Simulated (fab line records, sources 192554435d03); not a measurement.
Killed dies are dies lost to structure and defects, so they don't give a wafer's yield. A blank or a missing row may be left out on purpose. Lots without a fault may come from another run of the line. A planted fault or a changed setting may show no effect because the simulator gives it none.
fab line records | flow n5_finfet
record lots=11 wafers=33 last_day=17
route steps=1938 shown BEOL_M2@918 BEOL_M3@932 BEOL_M4@1111 PASSIVATION@1936
lots that met no fault: from a run of the same line without faults
start_h: hours from the record's first day to the start of the lot's first wafer shown | wait_h: hours since the lot's step before | " the same as in the row above | L1.1+2: a row that stands for several wafers | - no value, or no start given | * or withheld: withheld | < > ~ a bound
route shown NAME@n: a module of which the file shows steps, and the number in the route of the first | usual: mean/standard deviation of fault-free wafers | same: alike in all rows | chamber/n: place in a boat | sites: the reading at each site | _std_site: their standard deviation | _edge_site: outer sites' mean less inner sites' | radius_mm: how far each site lies from the wafer's centre | mask NAME#n: copy n | behind: the tool/chamber that last shaped the wafer | hold: why the lot was held/for how many hours/how that ended | device: the transistor (n, p or np) that didn't switch | end of line: the same wafers' tests at the end of the route | a step without rows: its recipe alone | killed: dies lost to structure and defects at the first sort, not the wafer's yield | map: a wafer's dies, x killed, . not, _ none there
set.NAME: the setting as run; set.NAME@STEP: as run at that earlier step | model.NAME: the simulator's own value behind a step, which no gauge read
steps of the route over a sample of lots; a table a step, a row a wafer
services: from which hour (start_h, from the record's first day; less than 0 if before it) a tool's chamber was out of use, for how many hours, and why
## steps
# step N5_BEOL_M2_SPUTTER_94
# recipe material=Cu target_thk_a=45 temp_c=-20 chamber_pressure_pa=0.07 power_w=withheld time_s=8.29
# usual throttle_valve_pct=29.9/0.95
# columns lot.wafer tool chamber start_h wait_h throttle_valve_pct
L232.2 pvd_sputter-03 - 156.78 0.1 30.6
L232.5 " - " " 31.8
L232.6 " - " " 28.8
L235.1 pvd_sputter-03 - 175.00 0.1 30.5
L235.3 " - " " 31.4
L235.4 " - " " 28.4
L237.2 pvd_sputter-03 - 192.30 0.1 31.8
L237.4 " - " " 28.5
L237.6 " - " " 32.0
L236.1 pvd_sputter-02 - 192.81 0.1 28.7
L236.3 " - " " 29.1
L236.5 " - " " 29.1
L242.3 pvd_sputter-01 - 219.26 0.1 29.6
L242.4 " - " " 30.0
L242.6 " - " " 29.5
L243.2 pvd_sputter-01 - 222.88 0.1 30.3
L243.3 " - " " 30.1
L243.5 " - " " 30.1
L245.3 pvd_sputter-01 - 237.48 0.1 29.7
L245.4 " - " " 31.4
L245.6 " - " " 30.1
L246.1 pvd_sputter-02 - 250.63 0.1 28.7
L246.3 " - " " 29.3
L246.4 " - " " 29.0
L248.2 pvd_sputter-01 - 257.23 0.1 30.3
L248.5 " - " " 30.0
L248.6 " - " " 30.2
L250.1 pvd_sputter-02 - 264.09 0.1 29.1
L250.3 " - " " 29.5
L250.4 " - " " 29.7
L251.2 pvd_sputter-02 - 268.36 0.1 29.3
L251.3 " - " " 28.6
L251.4 " - " " 29.6
# step N5_BEOL_M2_CO_CAP_55
# recipe material=Co target_thk_a=20 temp_c=200 precursor=CCTBA/H2 pressure_torr=30 time_s=102.1
# usual heater_power_w=221/15
# columns lot.wafer tool chamber start_h wait_h heater_power_w
L232.2 cvd_co-02 0 157.87 0.0 193
L232.5 " 2 " " 224
L232.6 " 0 " " 194
L235.1 cvd_co-01 0 176.18 0.0 225
L235.3 " 2 " " 224
L235.4 " 1 " " 235
L237.2 cvd_co-01 2 193.38 0.0 222
L237.4 " 2 " " 224
L237.6 " 1 " " 244
L236.1 cvd_co-01 2 193.90 0.0 225
L236.3 " 0 " " 224
L236.5 " 1 " " 237
L242.3 cvd_co-02 0 220.34 0.0 194
L242.4 " 0 " " 200
L242.6 " 1 " " 235
L243.2 cvd_co-02 2 224.49 0.0 221
L243.3 " 1 " " 236
L243.5 " 0 " " 194
L245.3 cvd_co-02 0 238.64 0.0 195
L245.4 " 1 " " 234
L245.6 " 0 " " 192
L246.1 cvd_co-01 1 251.72 0.0 237
L246.3 " 2 " " 217
L246.4 " 1 " " 236
L248.2 cvd_co-02 1 258.31 0.0 234
L248.5 " 0 " " 192
L248.6 " 2 " " 217
L250.1 cvd_co-02 0 265.21 0.0 195
L250.3 " 2 " " 218
L250.4 " 0 " " 198
L251.2 cvd_co-01 1 269.49 0.0 239
L251.3 " 0 " " 231
L251.4 " 0 " " 229
# step N5_BEOL_M3_THK_MEAS_01
# recipe reads=SiOC_of_BEOL_M3_ILD_DEP_00
# usual M3_ILD_THK=79.2/1.1
# columns lot.wafer tool chamber start_h wait_h M3_ILD_THK[nm]
L232.2 film_metro-01 - 158.18 0.1 78.3
L232.5 " - " " 79.9
L232.6 " - " " 80.6
L235.1 film_metro-01 - 176.50 0.0 77.4
L235.3 " - " " 76.7
L235.4 " - " " 80.1
L237.2 film_metro-01 - 193.70 0.1 78.9
L237.4 " - " " 79.7
L237.6 " - " " 79.0
L236.1 film_metro-01 - 194.21 0.0 78.5
L236.3 " - " " 77.9
L236.5 " - " " 80.3
L242.3 film_metro-02 - 220.66 0.1 77.3
L242.4 " - " " 79.4
L242.6 " - " " 80.2
L243.2 film_metro-01 - 224.84 0.1 77.9
L243.3 " - " " 81.2
L243.5 " - " " 79.0
L245.3 film_metro-02 - 238.96 0.1 80.0
L245.4 " - " " 81.2
L245.6 " - " " 80.7
L246.1 film_metro-01 - 252.03 0.0 78.9
L246.3 " - " " 78.0
L246.4 " - " " 80.1
L248.2 film_metro-02 - 258.62 0.1 78.5
L248.5 " - " " 81.4
L248.6 " - " " 79.5
L250.1 film_metro-02 - 265.54 0.1 77.8
L250.3 " - " " 78.7
L250.4 " - " " 81.2
L251.2 film_metro-02 - 269.83 0.1 79.0
L251.3 " - " " 79.4
L251.4 " - " " 81.0
# step N5_BEOL_M3_COAT_61
# recipe resist=SOC temp_c=250 time_s=60 spin_rpm=1500 resist_thk_nm=60
# usual exhaust_pa=45.2/0.84 resist_line_temp_C=23.01/0.11 run_length_s=66.05/0.13 spin_speed_rpm=1499.9/1
# columns lot.wafer tool chamber start_h wait_h exhaust_pa resist_line_temp_C run_length_s spin_speed_rpm
L232.2 litho_track-04 0 158.79 0.1 45.8 22.93 65.97 1500.0
L232.5 " 0 " " 46.3 23.05 65.94 1500.1
L232.6 " 0 " " 45.5 23.17 66.04 1499.1
L235.1 litho_track-03 0 180.57 0.1 44.1 22.87 65.90 1499.6
L235.3 " 0 " " 45.2 23.07 70.17 1500.0
L235.4 " 0 " " 45.8 22.74 70.23 1498.9
L237.2 litho_track-03 0 193.96 0.1 44.6 23.16 70.19 1497.4
L237.4 " 0 " " 45.4 23.04 70.19 1499.8
L237.6 " 0 " " 45.7 23.30 65.94 1498.7
L236.1 litho_track-03 0 194.43 0.1 45.8 23.02 65.90 1499.1
L236.3 " 0 " " 45.8 22.82 70.18 1499.3
L236.5 " 0 " " 46.4 22.91 66.02 1499.0
L242.3 litho_track-04 0 221.15 0.1 44.3 23.11 66.26 1500.4
L242.4 " 0 " " 43.3 22.96 66.10 1502.2
L242.6 " 0 " " 44.2 23.13 65.89 1500.4
L243.2 litho_track-04 0 226.12 0.1 44.9 23.02 66.09 1501.8
L243.3 " 0 " " 45.7 23.04 65.96 1500.3
L243.5 " 0 " " 43.9 23.00 65.94 1498.4
L245.3 litho_track-04 0 239.98 0.1 44.2 23.02 65.92 1500.1
L245.4 " 0 " " 45.0 23.27 66.11 1501.4
L245.6 " 0 " " 44.0 22.95 65.88 1499.8
L246.1 litho_track-04 0 253.05 0.1 44.3 22.86 65.98 1500.6
L246.3 " 0 " " 45.8 22.88 65.93 1500.0
L246.4 " 0 " " 44.6 22.86 66.11 1500.8
L248.2 litho_track-01 0 260.87 0.1 44.5 23.06 66.08 1500.2
L248.5 " 0 " " 44.2 23.10 66.09 1499.9
L248.6 " 0 " " 45.2 23.02 66.34 1499.6
L250.1 litho_track-03 0 265.98 0.1 45.4 23.02 65.91 1500.1
L250.3 " 0 " " 46.1 23.16 66.30 1499.7
L250.4 " 0 " " 44.1 22.91 66.15 1499.7
L251.2 litho_track-03 0 270.41 0.1 46.8 23.13 66.18 1499.3
L251.3 " 0 " " 47.3 22.89 66.05 1500.3
L251.4 " 0 " " 46.6 22.87 66.07 1500.5
# step N5_BEOL_M4_RC_MEAS_101
# usual DIBL_N=36.0/1.7 DIBL_P=36.0/2 IOFF_N=0.156/0.028 IOFF_P=0.21/0.04 ION_N=673/12 ION_P=463/8.3 SS_N=71.4/0.6 SS_P=73.3/0.66 VT_N=250/3 VT_P=-250/3.8
# columns lot.wafer tool chamber start_h wait_h DIBL_N[mV/V] DIBL_P[mV/V] IOFF_N[nA/um] IOFF_P[nA/um] ION_N[uA/um] ION_P[uA/um] SS_N[mV/dec] SS_P[mV/dec] VT_N[mV] VT_P[mV]
L232.2 prober-02 0 179.55 0.5 36.9 36.3 0.167 0.18 677 461 71.3 73.6 250 -254
L232.5 " 0 " " 36.9 35.9 0.153 0.18 660 448 71.9 73.7 255 -255
L232.6 " 0 " " 34.7 34.3 0.123 0.16 672 457 70.7 72.6 254 -254
L235.1 prober-02 0 203.34 0.0 39.3 39.6 0.205 0.27 676 471 72.0 75.0 248 -247
L235.3 " 0 " " 36.9 36.2 0.154 0.21 662 456 71.2 74.1 254 -253
L235.4 " 0 " " 38.1 36.6 0.160 0.21 662 455 71.5 74.0 254 -254
L237.2 prober-02 0 208.03 0.2 36.1 35.1 0.155 0.20 669 462 71.7 73.6 252 -251
L237.4 " 0 " " 36.3 35.6 0.168 0.22 681 465 70.9 73.2 248 -247
L237.6 " 0 " " 36.6 35.9 0.159 0.22 673 461 71.8 74.5 251 -250
L236.1 prober-01 0 209.48 0.1 36.7 35.6 0.160 0.20 682 462 72.3 72.7 249 -252
L236.3 " 0 " " 38.2 37.2 0.192 0.23 669 458 71.8 73.3 245 -249
L236.5 " 0 " " 37.4 36.1 0.167 0.21 680 463 71.4 73.8 247 -249
L242.3 prober-01 0 243.23 0.3 36.4 37.6 0.171 0.28 694 480 71.3 73.8 248 -240
L242.4 " 0 " " 34.0 35.2 0.133 0.25 680 485 70.9 73.3 249 -243
L242.6 " 0 " " 35.7 37.5 0.155 0.28 688 480 71.4 74.7 248 -244
L243.2 prober-01 0 245.12 0.2 35.5 34.7 0.141 0.20 656 460 70.8 73.3 254 -251
L243.3 " 0 " " 37.3 36.9 0.182 0.23 684 472 71.4 72.7 249 -248
L243.5 " 0 " " 37.1 37.1 0.174 0.24 688 467 71.6 73.9 249 -248
L245.3 prober-02 0 263.12 0.3 38.2 39.8 0.180 0.26 676 466 71.8 73.4 248 -246
L245.4 " 0 " " 37.0 38.4 0.150 0.23 660 456 71.2 73.9 251 -247
L245.6 " 0 " " 34.4 35.9 0.121 0.20 663 460 70.9 72.9 253 -250
L246.1 prober-02 0 274.15 0.0 38.8 38.5 0.179 0.24 675 463 71.9 73.6 249 -250
L246.3 " 0 " " 37.1 36.2 0.156 0.22 687 470 71.3 72.2 248 -248
L246.4 " 0 " " 37.9 36.2 0.163 0.22 672 460 71.2 72.9 251 -249
L248.2 prober-02 0 289.62 0.2 34.4 34.3 0.118 0.18 667 462 70.8 72.6 256 -251
L248.5 " 0 " " 35.9 36.0 0.145 0.21 662 456 71.1 73.1 250 -251
L248.6 " 0 " " 34.5 33.9 0.125 0.18 662 463 71.1 72.5 252 -252
L250.1 prober-02 0 296.62 0.0 34.3 34.3 0.137 0.20 671 463 71.6 73.4 252 -247
L250.3 " 0 " " 34.2 33.8 0.136 0.19 672 468 70.3 72.6 250 -249
L250.4 " 0 " " 34.4 34.6 0.143 0.21 675 472 70.9 73.2 249 -245
L251.2 prober-01 0 298.67 0.2 35.1 35.2 0.132 0.16 676 463 70.9 72.4 251 -254
L251.3 " 0 " " 36.1 36.0 0.156 0.18 674 461 71.5 73.2 250 -256
L251.4 " 0 " " 35.9 36.8 0.150 0.19 680 462 71.0 72.9 251 -253
# step N5_PASSIVATION_PROBE_49
# usual defect_limited_yield=91.6/1.6 killed_at_M0_to_M3=31/10 killed_at_M4_up=14/6.3 killed_at_contacts=12/6.1 killed_at_front_end=39/12 killed_at_other=3.7/2.8 killed_dies=100/19 killed_open=66/14 killed_short=33/8.1 sort_bin_5_function=5.0/1.1 sort_bin_6_memory=3.2/0.66 sort_n_pass=1080/18 sort_yield_pct=91.6/1.6
# same gross_dies=1180 killed_at_back_side=0 sort_bin_4_leakage[%]=0 sort_bin_8_speed[%]=0
# columns lot.wafer tool chamber start_h wait_h defect_limited_yield[%] killed_at_M0_to_M3 killed_at_M4_up killed_at_contacts killed_at_front_end killed_at_other killed_dies killed_open killed_short sort_bin_5_function[%] sort_bin_6_memory[%] sort_n_pass sort_yield_pct[%]
L245.3 prober-01 - 376.97 0.1 92.0 20 21 6 46 1 94 67 26 4.6 2.9 1086 92.0
L245.4 prober-01 - 377.02 0.2 90.0 23 22 8 60 5 118 68 50 5.3 4.2 1062 90.0
L245.6 prober-01 - 377.12 0.3 92.8 16 9 7 53 0 85 49 35 4.0 2.8 1095 92.8
# killed by level:class
L245.3 STI_FIN_REVEAL:geometric_particle:open=10 FIN_SAQP:geometric_particle:short=8 DUMMY_GATE:geometric_particle:open=8 BEOL_M3:geometric_particle:open=7 BEOL_M4:geometric_particle:open=7 BEOL_M5:geometric_particle:open=7 GATE_CUT:geometric_particle:open=5 MOL_CONTACT_COAG:geometric_particle:open=5
L245.4 GATE_CUT:geometric_particle:short=12 GATE_CUT:geometric_particle:open=10 FIN_SAQP:geometric_particle:open=9 BEOL_M4:geometric_particle:open=9 BEOL_M0_SAQP:geometric_particle:short=8 STI_FIN_REVEAL:geometric_particle:open=6 MOL_CONTACT_COAG:geometric_particle:open=6 BEOL_M5:geometric_particle:open=6
L245.6 FIN_SAQP:geometric_particle:open=12 FIN_SAQP:geometric_particle:short=11 GATE_CUT:geometric_particle:short=7 MOL_CONTACT_COAG:geometric_particle:open=7 STARTING-WAFER:geometric_particle:open=5 STI_FIN_REVEAL:geometric_particle:open=4 DUMMY_GATE:geometric_particle:short=4 BEOL_M1:geometric_particle:open=4
## services
# columns tool chamber start_h hours kind
cvd_co-01 1 257.55 8.4 repair
## key
first_sign step=N5_BEOL_M3_COAT_61 reading=run_length_s direction=up sigmas=31 usual=* struck=*
effect none on later readings
met_at N5_BEOL_M3_COAT_61
struck_lots L235,L236,L237
struck_wafers L235.3,L235.4,L236.3,L237.2,L237.4
not_acting_at N5_BEOL_M2_SPUTTER_94,N5_BEOL_M2_CO_CAP_55,N5_BEOL_M3_THK_MEAS_01
fault kind=process_parameter_drift tool=litho_track-03 chamber=- onset_h=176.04 steps=N5_BEOL_M3_COAT_61 channel=time_s offset=* shape=step end_h=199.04 scope=struck_wafers_only acts_in=* stated=*
